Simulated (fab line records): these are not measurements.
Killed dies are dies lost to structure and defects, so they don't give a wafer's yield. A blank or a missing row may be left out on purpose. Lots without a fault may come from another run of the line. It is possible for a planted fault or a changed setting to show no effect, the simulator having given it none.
Chamber matching ; flow nand harc ; NHARC_A_CONTACT_DESCUM_74 on rie diel-05: 4 sister chambers
The step chemistry O2, time 3 s. 4 wafers are shown with their chamber, then 12 later ones without.

## EACH WAFER AND ITS CHAMBER
wafer;chamber;showerhead plenum p Torr (Torr)
L089.6;2;1.81
L085.3;3;1.99
L085.4;1;1.79
L085.5;0;1.78

## WAFERS WITH NO CHAMBER GIVEN
wafer;showerhead plenum p Torr (Torr)
L092.2;1.79
L092.3;1.98
L092.6;1.81
L091.1;1.78
L091.2;1.98
L091.6;1.79
L090.2;1.79
L090.4;1.78
L090.6;1.81
L097.1;1.81
L097.2;1.79
L097.5;1.98

## WHICH CHAMBER EACH ONE RAN IN
wafer;from the rows above;in truth
L092.2;1;1
L092.3;3;3
L092.6;2;2
L091.1;0;0
L091.2;3;3
L091.6;1;1
L090.2;1;1
L090.4;0;0
L090.6;2;2
L097.1;2;2
L097.2;1;1
L097.5;3;3
12 of 12 placed correctly. From these rows, 0 cannot be placed. Wrongly placed: 0.
How it was worked out, from the rows above alone: a wafer's distance from a chamber is the root of the sum, over the readings, of the square of ((its reading less the chamber's mean) divided by the reading's scatter). The wafer belongs to the nearest chamber; if the next one is less than 2 further off, it can't be placed. A chamber's mean is the mean of its shown wafers. The scatter: root of mean squared gap, hidden wafer to nearest shown wafer, with one shown wafer a chamber.
